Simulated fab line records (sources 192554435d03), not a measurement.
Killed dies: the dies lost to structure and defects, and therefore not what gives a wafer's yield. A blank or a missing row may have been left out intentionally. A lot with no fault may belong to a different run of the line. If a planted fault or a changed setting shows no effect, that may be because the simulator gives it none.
Split-lot experiment || flow n5Finfet || route with 1938 steps; 7 lots, 39 wafers read

THE SPLIT ITSELF
At N5_BEOL_M7_TRENCH_ETCH_37 (etches SiCOH lowk in C4F6/O2, target depth 93.478 nm, time 31.2 s), the setting targetDepthA was moved away from the recipe's 934.78 angstrom on 15 of the 39 wafers read, by -59.9% to +50.3%. This setting was run at the recipe's value on the other wafers.

FROM THE SPLIT TO THE READING: what the file shows between them, 8 steps
- N5_BEOL_M7_ETCH_41: etches SiCN in CH3F/O2, target depth 31.9 nm, time 57.8 s
- N5_BEOL_M7_STRIP_80: strips in N2/H2, time 10 s
- N5_BEOL_M7_OCD_MEAS_38
- N5_BEOL_M7_HM_STRIP_39: strips TiN in peroxide tin strip, target depth 25 nm, time 158 s
- N5_BEOL_M7_SRD_40: time 30 s
- N5_BEOL_M7_ECD_50: material Cu, target thk 300 nm
- N5_BEOL_M7_ANNEAL_51: time 90 s
- N5_BEOL_M7_CMP_52: polishes, stops on SiCOH lowk, t overpolish 6.9 s, target thk 80 nm

THE READING
M7_THK, in nm, at N5_BEOL_M7_THK_MEAS_53 (measures by xrf). A value of 79.3 nm with a standard deviation of 2.1 nm is what fault-free wafers of this fab line usually give.

{"wafer": "L074.1", "tool, chamber at the split": "rieDiel-04, 3", "targetDepthA as run, angstrom": 934.78, "against the recipe": "recipe", "M7_THK, nm": 81.6, "against lot-mates on the recipe": "-"}
{"wafer": "L074.2", "tool, chamber at the split": "rieDiel-04, 2", "targetDepthA as run, angstrom": 934.78, "against the recipe": "recipe", "M7_THK, nm": 79.6, "against lot-mates on the recipe": "-"}
{"wafer": "L074.3", "tool, chamber at the split": "rieDiel-04, 1", "targetDepthA as run, angstrom": 934.78, "against the recipe": "recipe", "M7_THK, nm": 82.4, "against lot-mates on the recipe": "-"}
{"wafer": "L074.4", "tool, chamber at the split": "rieDiel-04, 0", "targetDepthA as run, angstrom": 458.9, "against the recipe": "-50.9%", "M7_THK, nm": 33.8, "against lot-mates on the recipe": -47.4}
{"wafer": "L074.5", "tool, chamber at the split": "rieDiel-04, 3", "targetDepthA as run, angstrom": 458.9, "against the recipe": "-50.9%", "M7_THK, nm": 34.6, "against lot-mates on the recipe": -46.6}
{"wafer": "L074.6", "tool, chamber at the split": "rieDiel-04, 2", "targetDepthA as run, angstrom": 458.9, "against the recipe": "-50.9%", "M7_THK, nm": 33.1, "against lot-mates on the recipe": -48.1}
{"wafer": "L077.1", "tool, chamber at the split": "rieDiel-04, 0", "targetDepthA as run, angstrom": 934.78, "against the recipe": "recipe", "M7_THK, nm": 79.2, "against lot-mates on the recipe": "-"}
{"wafer": "L077.2", "tool, chamber at the split": "rieDiel-04, 1", "targetDepthA as run, angstrom": 934.78, "against the recipe": "recipe", "M7_THK, nm": 83.3, "against lot-mates on the recipe": "-"}
{"wafer": "L077.3", "tool, chamber at the split": "rieDiel-04, 3", "targetDepthA as run, angstrom": 934.78, "against the recipe": "recipe", "M7_THK, nm": 81.4, "against lot-mates on the recipe": "-"}
{"wafer": "L077.4", "tool, chamber at the split": "rieDiel-04, 2", "targetDepthA as run, angstrom": 934.78, "against the recipe": "recipe", "M7_THK, nm": 80.6, "against lot-mates on the recipe": "-"}
{"wafer": "L077.5", "tool, chamber at the split": "rieDiel-04, 0", "targetDepthA as run, angstrom": 934.78, "against the recipe": "recipe", "M7_THK, nm": 80.4, "against lot-mates on the recipe": "-"}
{"wafer": "L077.6", "tool, chamber at the split": "rieDiel-04, 1", "targetDepthA as run, angstrom": 934.78, "against the recipe": "recipe", "M7_THK, nm": 82.4, "against lot-mates on the recipe": "-"}
{"wafer": "L083.4", "tool, chamber at the split": "rieDiel-03, 0", "targetDepthA as run, angstrom": 934.78, "against the recipe": "recipe", "M7_THK, nm": 77.8, "against lot-mates on the recipe": "-"}
{"wafer": "L083.5", "tool, chamber at the split": "rieDiel-03, 2", "targetDepthA as run, angstrom": 934.78, "against the recipe": "recipe", "M7_THK, nm": 79.2, "against lot-mates on the recipe": "-"}
{"wafer": "L083.6", "tool, chamber at the split": "rieDiel-03, 3", "targetDepthA as run, angstrom": 934.78, "against the recipe": "recipe", "M7_THK, nm": 82.0, "against lot-mates on the recipe": "-"}
{"wafer": "L086.1", "tool, chamber at the split": "rieDiel-03, 2", "targetDepthA as run, angstrom": 1141, "against the recipe": "+22.1%", "M7_THK, nm": 102.1, "against lot-mates on the recipe": "+22.9"}
{"wafer": "L086.2", "tool, chamber at the split": "rieDiel-03, 3", "targetDepthA as run, angstrom": 934.78, "against the recipe": "recipe", "M7_THK, nm": 82.2, "against lot-mates on the recipe": "-"}
{"wafer": "L086.3", "tool, chamber at the split": "rieDiel-03, 1", "targetDepthA as run, angstrom": 934.78, "against the recipe": "recipe", "M7_THK, nm": 78.5, "against lot-mates on the recipe": "-"}
{"wafer": "L086.4", "tool, chamber at the split": "rieDiel-03, 0", "targetDepthA as run, angstrom": 934.78, "against the recipe": "recipe", "M7_THK, nm": 76.9, "against lot-mates on the recipe": "-"}
{"wafer": "L086.5", "tool, chamber at the split": "rieDiel-03, 0", "targetDepthA as run, angstrom": 1141, "against the recipe": "+22.1%", "M7_THK, nm": 94.5, "against lot-mates on the recipe": "+15.3"}
{"wafer": "L086.6", "tool, chamber at the split": "rieDiel-03, 3", "targetDepthA as run, angstrom": 1141, "against the recipe": "+22.1%", "M7_THK, nm": 101.6, "against lot-mates on the recipe": "+22.4"}
{"wafer": "L091.1", "tool, chamber at the split": "rieDiel-01, 0", "targetDepthA as run, angstrom": 374.5, "against the recipe": "-59.9%", "M7_THK, nm": 25.7, "against lot-mates on the recipe": -53.0}
{"wafer": "L091.2", "tool, chamber at the split": "rieDiel-01, 1", "targetDepthA as run, angstrom": 934.78, "against the recipe": "recipe", "M7_THK, nm": 75.5, "against lot-mates on the recipe": "-"}
{"wafer": "L091.3", "tool, chamber at the split": "rieDiel-01, 3", "targetDepthA as run, angstrom": 934.78, "against the recipe": "recipe", "M7_THK, nm": 82.1, "against lot-mates on the recipe": "-"}
{"wafer": "L091.4", "tool, chamber at the split": "rieDiel-01, 2", "targetDepthA as run, angstrom": 374.5, "against the recipe": "-59.9%", "M7_THK, nm": 22.6, "against lot-mates on the recipe": -56.1}
{"wafer": "L091.5", "tool, chamber at the split": "rieDiel-01, 0", "targetDepthA as run, angstrom": 374.5, "against the recipe": "-59.9%", "M7_THK, nm": 24.4, "against lot-mates on the recipe": -54.3}
{"wafer": "L091.6", "tool, chamber at the split": "rieDiel-01, 1", "targetDepthA as run, angstrom": 934.78, "against the recipe": "recipe", "M7_THK, nm": 78.4, "against lot-mates on the recipe": "-"}
{"wafer": "L090.1", "tool, chamber at the split": "rieDiel-04, 1", "targetDepthA as run, angstrom": 1405, "against the recipe": "+50.3%", "M7_THK, nm": 125.5, "against lot-mates on the recipe": "+46.5"}
{"wafer": "L090.2", "tool, chamber at the split": "rieDiel-04, 3", "targetDepthA as run, angstrom": 1405, "against the recipe": "+50.3%", "M7_THK, nm": 127.8, "against lot-mates on the recipe": "+48.8"}
{"wafer": "L090.3", "tool, chamber at the split": "rieDiel-04, 2", "targetDepthA as run, angstrom": 1405, "against the recipe": "+50.3%", "M7_THK, nm": 123.4, "against lot-mates on the recipe": "+44.4"}
{"wafer": "L090.4", "tool, chamber at the split": "rieDiel-04, 0", "targetDepthA as run, angstrom": 934.78, "against the recipe": "recipe", "M7_THK, nm": 78.7, "against lot-mates on the recipe": "-"}
{"wafer": "L090.5", "tool, chamber at the split": "rieDiel-04, 0", "targetDepthA as run, angstrom": 934.78, "against the recipe": "recipe", "M7_THK, nm": 79.8, "against lot-mates on the recipe": "-"}
{"wafer": "L090.6", "tool, chamber at the split": "rieDiel-04, 1", "targetDepthA as run, angstrom": 934.78, "against the recipe": "recipe", "M7_THK, nm": 78.4, "against lot-mates on the recipe": "-"}
{"wafer": "L095.1", "tool, chamber at the split": "rieDiel-01, 2", "targetDepthA as run, angstrom": 934.78, "against the recipe": "recipe", "M7_THK, nm": 76.8, "against lot-mates on the recipe": "-"}
{"wafer": "L095.2", "tool, chamber at the split": "rieDiel-01, 3", "targetDepthA as run, angstrom": 1179, "against the recipe": "+26.1%", "M7_THK, nm": 104.2, "against lot-mates on the recipe": "+27.2"}
{"wafer": "L095.3", "tool, chamber at the split": "rieDiel-01, 0", "targetDepthA as run, angstrom": 1179, "against the recipe": "+26.1%", "M7_THK, nm": 105.3, "against lot-mates on the recipe": "+28.3"}
{"wafer": "L095.4", "tool, chamber at the split": "rieDiel-01, 1", "targetDepthA as run, angstrom": 934.78, "against the recipe": "recipe", "M7_THK, nm": 78.0, "against lot-mates on the recipe": "-"}
{"wafer": "L095.5", "tool, chamber at the split": "rieDiel-01, 1", "targetDepthA as run, angstrom": 934.78, "against the recipe": "recipe", "M7_THK, nm": 76.1, "against lot-mates on the recipe": "-"}
{"wafer": "L095.6", "tool, chamber at the split": "rieDiel-01, 0", "targetDepthA as run, angstrom": 1179, "against the recipe": "+26.1%", "M7_THK, nm": 107.6, "against lot-mates on the recipe": "+30.6"}

FIT RESULTS
A straight line over all 39 wafers: M7_THK changes by +0.919 nm for each +1% of targetDepthA; r = +1.00; the points scatter about the line by 2.2 nm.
The same after taking each lot's own level away (the mean of its wafers on the recipe; 39 wafers): +0.933 nm for each +1%; r = +1.00; scatter 2.2 nm.
The reading moves by 56 nm for the largest change in targetDepthA, on that fit.
From 76.97 to 81.22 nm: that is the span of the lots' own levels, equal to 2.0 times the standard deviation above.
Consequently the slope shifts little with the lot-to-lot level, the two slopes agreeing.
Check: for one of the wafers moved furthest among these (-59.9%), held out of the fit, the line's prediction against its lot-mates is -55.9 nm. It came out at -53 nm against them.

THE WHOLE CHAIN: every reading that the file lists as answering this split, in the file's order
{"step": "N5_BEOL_M7_TRENCH_ETCH_37", "what it does": "etches SiCOH lowk in C4F6/O2, target depth 93.478 nm, time 31.2 s", "reading": "BEOL_M7.featureDepthNm (the simulator's own value, which no gauge read)", "change (the file's fit)": "+0.925 nm for each +1% of the setting", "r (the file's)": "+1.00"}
{"step": "N5_BEOL_M7_TRENCH_ETCH_37", "what it does": "etches SiCOH lowk in C4F6/O2, target depth 93.478 nm, time 31.2 s", "reading": "etch.depthNm (the simulator's own value, which no gauge read)", "change (the file's fit)": "+0.926 nm for each +1% of the setting", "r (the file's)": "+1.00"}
{"step": "N5_BEOL_M7_TRENCH_ETCH_37", "what it does": "etches SiCOH lowk in C4F6/O2, target depth 93.478 nm, time 31.2 s", "reading": "TiN_of_BEOL_M7_HM_DEP_02.thkNm (the simulator's own value, which no gauge read)", "change (the file's fit)": "-0.026 nm for each +1% of the setting", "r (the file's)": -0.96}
{"step": "N5_BEOL_M7_OCD_MEAS_38", "what it does": "", "reading": "trenchDepthNm", "change (the file's fit)": "+0.929 nm for each +1% of the setting", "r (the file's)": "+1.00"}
{"step": "N5_BEOL_M7_CMP_52", "what it does": "polishes, stops on SiCOH lowk, t overpolish 6.9 s, target thk 80 nm", "reading": "Cu_of_BEOL_M7_ECD_50.thkNm (the simulator's own value, which no gauge read)", "change (the file's fit)": "+0.927 nm for each +1% of the setting", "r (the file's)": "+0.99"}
{"step": "N5_BEOL_M7_THK_MEAS_53", "what it does": "measures by xrf", "reading": "M7_THK", "change (the file's fit)": "+0.933 for each +1% of the setting", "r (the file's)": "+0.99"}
{"step": "N5_BEOL_M7_RS_MEAS_57", "what it does": "measures by four-point-probe", "reading": "M7_RS", "change (the file's fit)": "not straight: 1.335 at the lowest setting, 0.291 at the recipe, 0.171 at the highest", "r (the file's)": "not given"}

FILE'S OWN FIT
M7_THK changes by +0.933 nm for each +1% of targetDepthA, r = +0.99.
